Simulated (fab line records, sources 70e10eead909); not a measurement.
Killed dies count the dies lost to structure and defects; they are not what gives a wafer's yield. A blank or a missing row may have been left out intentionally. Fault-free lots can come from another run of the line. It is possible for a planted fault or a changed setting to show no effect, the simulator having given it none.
What tool caused it? / flow nandHarc / 12 lots with 32 wafers sampled at 6 steps, on a route of 1302 steps

== WHAT THE GAUGES SHOWED, per wafer ==
NHARC_P_M1_OVL_MEAS_10: pitch 260 nm.
lot=L176; measured=day 6 01:41; on=overlay-01; overlayXNm (nm)=-0.4 -1.2 -0.6; overlayYNm (nm)=0.0 0.0 0.2
lot=L178; measured=day 7 05:42; on=overlay-02; overlayXNm (nm)=-1.2 -0.3 -0.4; overlayYNm (nm)=-1.0 -2.0 -1.4
lot=L179; measured=day 7 07:02; on=overlay-02; overlayXNm (nm)=0.7 0.4 0.9; overlayYNm (nm)=0.3 0.1 0.1
lot=L181; measured=day 8 06:49; on=overlay-01; overlayXNm (nm)=-0.3 -0.6 -0.8; overlayYNm (nm)=-0.3 -0.4 -0.9
lot=L188; measured=day 11 13:28; on=overlay-02; overlayXNm (nm)=0.2 -0.6 -0.4; overlayYNm (nm)=-1.1 -1.4 -1.5
lot=L191; measured=day 12 06:08; on=overlay-02; overlayXNm (nm)=0.7; overlayYNm (nm)=1.3
lot=L190; measured=day 12 07:27; on=overlay-02; overlayXNm (nm)=1.0; overlayYNm (nm)=0.5
lot=L192; measured=day 12 22:52; on=overlay-02; overlayXNm (nm)=-0.6 -1.8 -0.9; overlayYNm (nm)=-0.9 -1.7 -1.9
lot=L194; measured=day 13 18:33; on=overlay-02; overlayXNm (nm)=-1.1 -1.3 -0.5; overlayYNm (nm)=0.1 -0.3 -0.1
lot=L196; measured=day 14 12:38; on=overlay-02; overlayXNm (nm)=1.4 0.6 0.0; overlayYNm (nm)=0.2 0.9 -0.1
lot=L198; measured=day 15 09:03; on=overlay-01; overlayXNm (nm)=0.1 0.0 -0.1; overlayYNm (nm)=0.5 0.6 0.9
lot=L199; measured=day 15 15:15; on=overlay-01; overlayXNm (nm)=-0.1 -0.3 0.0; overlayYNm (nm)=0.1 -0.6 0.5

NHARC_END_SORT_01.
lot=L176; measured=day 24 15:22; on=prober-01; defectLimitedYield (%)=89.5 93.4 90.3; killedAtArray=68 42 64; killedAtOther=1 0 0; killedAtPeriphery=2 3 2; killedDies=71 45 66; killedOpen=5 2 2; killedShort=1 3 2
lot=L181; measured=day 25 22:43; on=prober-02; defectLimitedYield (%)=89.8 87.6 87.3; killedAtArray=64 79 79; killedAtOther=0 1 1; killedAtPeriphery=5 4 6; killedDies=69 84 86; killedOpen=3 6 3; killedShort=2 5 1
lot=L188; measured=day 29 19:22; on=prober-02; defectLimitedYield (%)=86.3 87.9 87.3; killedAtArray=87 75 84; killedAtOther=0 1 0; killedAtPeriphery=6 6 2; killedDies=93 82 86; killedOpen=4 4 5; killedShort=4 5 4
lot=L191; measured=day 30 11:55; on=prober-02; defectLimitedYield (%)=82.3; killedAtArray=50; killedAtOther=1; killedAtPeriphery=69; killedDies=120; killedOpen=2; killedShort=4
lot=L190; measured=day 30 10:13; on=prober-01; defectLimitedYield (%)=83.8; killedAtArray=45; killedAtOther=0; killedAtPeriphery=65; killedDies=110; killedOpen=5; killedShort=2
lot=L192; measured=day 31 11:29; on=prober-01; defectLimitedYield (%)=92.0 93.4 93.6; killedAtArray=46 40 37; killedAtOther=0 0 1; killedAtPeriphery=8 5 5; killedDies=54 45 43; killedOpen=4 4 1; killedShort=5 0 2
lot=L194; measured=day 31 18:07; on=prober-02; defectLimitedYield (%)=93.5 92.6 93.6; killedAtArray=42 48 42; killedAtOther=0 0 1; killedAtPeriphery=2 2 0; killedDies=44 50 43; killedOpen=1 6 1; killedShort=3 1 6
lot=L198; measured=day 33 07:49; on=prober-02; defectLimitedYield (%)=85.2 87.0 90.5; killedAtArray=96 83 58; killedAtOther=1 0 0; killedAtPeriphery=3 5 6; killedDies=100 88 64; killedOpen=3 1 4; killedShort=3 5 2

== WHICH TOOL RAN EACH LOT (tool, then ch and the chambers of the sampled wafers, then the start) ==
lot=L176; NHARC_P_M0_ETCH_15=rieDiel-01 ch 0,2,3, day 5 21:58; NHARC_P_M1_DESCUM_14=rieDiel-13 ch 1,2, day 6 01:47; NHARC_P_M1_ETCH_28=rieDiel-06 ch 0,1,2, day 24 15:22 or earlier; NHARC_P_M1_PRE_CLEAN_30=pvdSputter-03, day 24 15:22 or earlier
lot=L178; NHARC_P_M0_ETCH_15=rieDiel-01 ch 0,2,3, day 7 01:48; NHARC_P_M1_DESCUM_14=rieDiel-10 ch 0,1,2, day 7 05:49; NHARC_P_M1_ETCH_28=rieDiel-13 ch 0,2,3, no start; NHARC_P_M1_PRE_CLEAN_30=pvdSputter-03, no start
lot=L179; NHARC_P_M0_ETCH_15=rieDiel-01 ch 0,1,3, day 7 03:07; NHARC_P_M1_DESCUM_14=rieDiel-13 ch 0,1, day 7 07:08; NHARC_P_M1_ETCH_28=rieDiel-10 ch 0,1, no start; NHARC_P_M1_PRE_CLEAN_30=pvdSputter-03, no start
lot=L181; NHARC_P_M0_ETCH_15=rieDiel-01 ch 0,3, day 8 02:34; NHARC_P_M1_DESCUM_14=rieDiel-13 ch 2,3, day 8 06:55; NHARC_P_M1_ETCH_28=rieDiel-13 ch 0,2,3, day 8 08:07 or earlier; NHARC_P_M1_PRE_CLEAN_30=pvdSputter-02, day 8 08:07
lot=L188; NHARC_P_M0_ETCH_15=rieDiel-05 ch 0,1,3, day 11 09:23; NHARC_P_M1_DESCUM_14=rieDiel-10 ch 0,3, day 11 13:34; NHARC_P_M1_ETCH_28=rieDiel-13 ch 2,3, day 29 19:22 or earlier; NHARC_P_M1_PRE_CLEAN_30=pvdSputter-01, day 29 19:22 or earlier
lot=L191; NHARC_P_M0_ETCH_15=rieDiel-01 ch 2, day 12 02:31; NHARC_P_M1_DESCUM_14=rieDiel-13 ch 3, day 12 08:18; NHARC_P_M1_ETCH_28=rieDiel-10 ch 2, day 30 11:55 or earlier; NHARC_P_M1_PRE_CLEAN_30=pvdSputter-01, day 30 11:55 or earlier
lot=L190; NHARC_P_M0_ETCH_15=rieDiel-01 ch 2, day 12 03:29; NHARC_P_M1_DESCUM_14=rieDiel-13 ch 1, day 12 10:45; NHARC_P_M1_ETCH_28=rieDiel-10 ch 0, day 30 10:13 or earlier; NHARC_P_M1_PRE_CLEAN_30=pvdSputter-03, day 30 10:13 or earlier
lot=L192; NHARC_P_M0_ETCH_15=rieDiel-12 ch 0,2,3, day 12 19:13; NHARC_P_M1_DESCUM_14=rieDiel-13 ch 0,1,3, day 12 22:58; NHARC_P_M1_ETCH_28=rieDiel-10 ch 1,2,3, day 31 11:29 or earlier; NHARC_P_M1_PRE_CLEAN_30=pvdSputter-03, day 31 11:29 or earlier
lot=L194; NHARC_P_M0_ETCH_15=rieDiel-12 ch 1,3, day 13 14:46; NHARC_P_M1_DESCUM_14=rieDiel-10 ch 0,1, day 13 18:40; NHARC_P_M1_ETCH_28=rieDiel-13 ch 0,1,3, day 31 18:07 or earlier; NHARC_P_M1_PRE_CLEAN_30=pvdSputter-02, day 31 18:07 or earlier
lot=L196; NHARC_P_M0_ETCH_15=rieDiel-12 ch 0,3, day 14 08:57; NHARC_P_M1_DESCUM_14=rieDiel-10 ch 0,1,2, day 14 12:46; NHARC_P_M1_ETCH_28=rieDiel-13 ch 0,2,3, no start; NHARC_P_M1_PRE_CLEAN_30=pvdSputter-01, no start
lot=L198; NHARC_P_M0_ETCH_15=rieDiel-12 ch 0,2,3, day 15 05:14; NHARC_P_M1_DESCUM_14=rieDiel-10 ch 2,3, day 15 09:09; NHARC_P_M1_ETCH_28=rieDiel-10 ch 0,2,3, day 33 07:49 or earlier; NHARC_P_M1_PRE_CLEAN_30=pvdSputter-02, day 33 07:49 or earlier
lot=L199; NHARC_P_M0_ETCH_15=rieDiel-01 ch 2,3, day 15 11:35; NHARC_P_M1_DESCUM_14=rieDiel-13 ch 0,3, day 15 15:20; NHARC_P_M1_ETCH_28=rieDiel-10 ch 1,3, no start; NHARC_P_M1_PRE_CLEAN_30=pvdSputter-01, no start
- NHARC_P_M0_ETCH_15: etches the open film in C4F8/Ar, target depth 150 nm, overetch 15 nm, time 82.5 s.
- NHARC_P_M1_DESCUM_14: chemistry O2, time 3 s.
- NHARC_P_M1_ETCH_28: etches the open film in CF4/N2, target depth 30 nm, time 72.99 s.
- NHARC_P_M1_PRE_CLEAN_30: time 30 s.

== WHAT THE TOOLS THEMSELVES READ (means of the sampled wafers that have a number; where no wafer has one, the mark that the record gives instead) ==
NHARC_P_M0_ETCH_15.
lot=L176; tool=rieDiel-01; oesProductAu (a.u.)=0.963; rfVppV (V)=444.0
lot=L178; tool=rieDiel-01; oesProductAu (a.u.)=0.964; rfVppV (V)=442.9
lot=L179; tool=rieDiel-01; oesProductAu (a.u.)=0.943; rfVppV (V)=442.5
lot=L181; tool=rieDiel-01; oesProductAu (a.u.)=0.969; rfVppV (V)=442.1
lot=L188; tool=rieDiel-05; oesProductAu (a.u.)=0.969; rfVppV (V)=442.7
lot=L191; tool=rieDiel-01; oesProductAu (a.u.)=0.924; rfVppV (V)=446.1
lot=L190; tool=rieDiel-01; oesProductAu (a.u.)=0.970; rfVppV (V)=445.5
lot=L192; tool=rieDiel-12; oesProductAu (a.u.)=0.967; rfVppV (V)=441.4
lot=L194; tool=rieDiel-12; oesProductAu (a.u.)=0.930; rfVppV (V)=442.5
lot=L196; tool=rieDiel-12; oesProductAu (a.u.)=0.959; rfVppV (V)=441.4
lot=L198; tool=rieDiel-12; oesProductAu (a.u.)=0.942; rfVppV (V)=441.6
lot=L199; tool=rieDiel-01; oesProductAu (a.u.)=0.974; rfVppV (V)=442.8

NHARC_P_M1_DESCUM_14.
lot=L176; tool=rieDiel-13; drypumpMotorCurrentA (A)=6.4; oesProductAu (a.u.)=0.996; rfVppV (V)=57.4; showerheadPlenumPTorr (Torr)=1.88; throttleValvePct (%)=11.304
lot=L178; tool=rieDiel-10; drypumpMotorCurrentA (A)=5.1; oesProductAu (a.u.)=1.014; rfVppV (V)=56.9; showerheadPlenumPTorr (Torr)=1.85; throttleValvePct (%)=11.311
lot=L179; tool=rieDiel-13; drypumpMotorCurrentA (A)=5.8; oesProductAu (a.u.)=0.987; rfVppV (V)=58.1; showerheadPlenumPTorr (Torr)=1.88; throttleValvePct (%)=11.314
lot=L181; tool=rieDiel-13; drypumpMotorCurrentA (A)=5.6; oesProductAu (a.u.)=0.991; rfVppV (V)=57.9; showerheadPlenumPTorr (Torr)=1.95; throttleValvePct (%)=11.313
lot=L188; tool=rieDiel-10; drypumpMotorCurrentA (A)=5.2; oesProductAu (a.u.)=0.986; rfVppV (V)=57.9; showerheadPlenumPTorr (Torr)=1.90; throttleValvePct (%)=11.311
lot=L191; tool=rieDiel-13; drypumpMotorCurrentA (A)=5.3; oesProductAu (a.u.)=1.002; rfVppV (V)=57.8; showerheadPlenumPTorr (Torr)=1.99; throttleValvePct (%)=11.308
lot=L190; tool=rieDiel-13; drypumpMotorCurrentA (A)=6.5; oesProductAu (a.u.)=1.019; rfVppV (V)=56.8; showerheadPlenumPTorr (Torr)=1.89; throttleValvePct (%)=11.331
lot=L192; tool=rieDiel-13; drypumpMotorCurrentA (A)=5.7; oesProductAu (a.u.)=0.997; rfVppV (V)=58.5; showerheadPlenumPTorr (Torr)=1.92; throttleValvePct (%)=11.304
lot=L194; tool=rieDiel-10; drypumpMotorCurrentA (A)=5.0; oesProductAu (a.u.)=0.983; rfVppV (V)=57.7; showerheadPlenumPTorr (Torr)=1.81; throttleValvePct (%)=11.306
lot=L196; tool=rieDiel-10; drypumpMotorCurrentA (A)=5.1; oesProductAu (a.u.)=0.989; rfVppV (V)=57.6; showerheadPlenumPTorr (Torr)=1.84; throttleValvePct (%)=11.304
lot=L198; tool=rieDiel-10; drypumpMotorCurrentA (A)=5.2; oesProductAu (a.u.)=0.997; rfVppV (V)=58.8; showerheadPlenumPTorr (Torr)=1.91; throttleValvePct (%)=11.302
lot=L199; tool=rieDiel-13; drypumpMotorCurrentA (A)=5.4; oesProductAu (a.u.)=0.988; rfVppV (V)=58.1; showerheadPlenumPTorr (Torr)=1.95; throttleValvePct (%)=11.306

NHARC_P_M1_ETCH_28.
lot=L176; tool=rieDiel-06; drypumpMotorCurrentA (A)=5.7; oesProductAu (a.u.)=1.010; rfVppV (V)=314.3; showerheadPlenumPTorr (Torr)=2.67; throttleValvePct (%)=19.788
lot=L178; tool=rieDiel-13; drypumpMotorCurrentA (A)=5.7; oesProductAu (a.u.)=0.991; rfVppV (V)=313.8; showerheadPlenumPTorr (Torr)=2.63; throttleValvePct (%)=19.797
lot=L179; tool=rieDiel-10; drypumpMotorCurrentA (A)=5.0; oesProductAu (a.u.)=1.000; rfVppV (V)=313.4; showerheadPlenumPTorr (Torr)=2.49; throttleValvePct (%)=19.796
lot=L181; tool=rieDiel-13; drypumpMotorCurrentA (A)=5.7; oesProductAu (a.u.)=0.986; rfVppV (V)=314.5; showerheadPlenumPTorr (Torr)=2.63; throttleValvePct (%)=19.794
lot=L188; tool=rieDiel-13; drypumpMotorCurrentA (A)=5.7; oesProductAu (a.u.)=0.987; rfVppV (V)=315.6; showerheadPlenumPTorr (Torr)=2.68; throttleValvePct (%)=19.797
lot=L191; tool=rieDiel-10; drypumpMotorCurrentA (A)=5.0; oesProductAu (a.u.)=1.015; rfVppV (V)=313.2; showerheadPlenumPTorr (Torr)=2.59; throttleValvePct (%)=19.793
lot=L190; tool=rieDiel-10; drypumpMotorCurrentA (A)=4.9; oesProductAu (a.u.)=0.993; rfVppV (V)=311.8; showerheadPlenumPTorr (Torr)=2.47; throttleValvePct (%)=19.791
lot=L192; tool=rieDiel-10; drypumpMotorCurrentA (A)=5.3; oesProductAu (a.u.)=0.998; rfVppV (V)=313.5; showerheadPlenumPTorr (Torr)=2.61; throttleValvePct (%)=19.794
lot=L194; tool=rieDiel-13; drypumpMotorCurrentA (A)=5.8; oesProductAu (a.u.)=0.995; rfVppV (V)=313.8; showerheadPlenumPTorr (Torr)=2.63; throttleValvePct (%)=19.798
lot=L196; tool=rieDiel-13; drypumpMotorCurrentA (A)=5.7; oesProductAu (a.u.)=0.995; rfVppV (V)=313.9; showerheadPlenumPTorr (Torr)=2.62; throttleValvePct (%)=19.797
lot=L198; tool=rieDiel-10; drypumpMotorCurrentA (A)=5.1; oesProductAu (a.u.)=0.998; rfVppV (V)=313.7; showerheadPlenumPTorr (Torr)=2.58; throttleValvePct (%)=19.790
lot=L199; tool=rieDiel-10; drypumpMotorCurrentA (A)=5.3; oesProductAu (a.u.)=0.975; rfVppV (V)=313.6; showerheadPlenumPTorr (Torr)=2.59; throttleValvePct (%)=19.792

NHARC_P_M1_PRE_CLEAN_30.
lot=L176; tool=pvdSputter-03; heaterPowerW (W)=411
lot=L178; tool=pvdSputter-03; heaterPowerW (W)=376
lot=L179; tool=pvdSputter-03; heaterPowerW (W)=405
lot=L181; tool=pvdSputter-02; heaterPowerW (W)=433
lot=L188; tool=pvdSputter-01; heaterPowerW (W)=428
lot=L191; tool=pvdSputter-01; heaterPowerW (W)=453
lot=L190; tool=pvdSputter-03; heaterPowerW (W)=440
lot=L192; tool=pvdSputter-03; heaterPowerW (W)=366
lot=L194; tool=pvdSputter-02; heaterPowerW (W)=418
lot=L196; tool=pvdSputter-01; heaterPowerW (W)=379
lot=L198; tool=pvdSputter-02; heaterPowerW (W)=414
lot=L199; tool=pvdSputter-01; heaterPowerW (W)=407

== THE ANSWER, worked out from the rows above alone ==
Rule: what is usual is taken from the lots themselves. Put in order of their means at a reading, lots are off if they are a third of the lots or fewer, leave a main group of 4 or more, and stand apart from it by a gap of 3 or more times the standard deviation of the main group's means; of several such gaps the widest counts. The tables above print the reading to a certain number of digits; a main group whose means all agree to those digits is not used. Also off: a lot with no number at a reading for which 4 or more lots have one. Any other lot the step has rows for is counted as sound. The gauges are gone through in route order, then the tools' own readings, and for those a lot's mean is taken as printed above. At the first step where some lot is off, the reading lying furthest off is the one used; lots without a number count as furthest.
Off at NHARC_END_SORT_01 (killedAtPeriphery): L191, L190. The main group: mean 4.0, standard deviation 1.6. Neither off nor sound, because the step has no rows for them: L178, L179, L196, L199.
A tool fits if, at a process step before that reading, it ran every lot that is off, and no sound lot after the first of them. Those tools and the gauges at NHARC_END_SORT_01 are tried in the same way. NHARC_P_M1_ETCH_28: start missing for some lots; hours and lot order therefore follow NHARC_END_SORT_01. NHARC_P_M1_PRE_CLEAN_30: start missing for some lots; hours and lot order therefore follow NHARC_END_SORT_01. One fits: rieDiel-01 at NHARC_P_M0_ETCH_15. Its last sound lot is L181 (day 8 02:34), its first lot that is off L191 (day 12 02:31): a fault that began between those two fits.

== WHAT THE SIMULATOR HAD PUT IN ==
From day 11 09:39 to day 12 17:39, rieDiel-01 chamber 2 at NHARC_P_M0_ETCH_15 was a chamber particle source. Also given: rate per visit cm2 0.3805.
Struck lots among those shown: L191, L190. Same finding as the rule above.
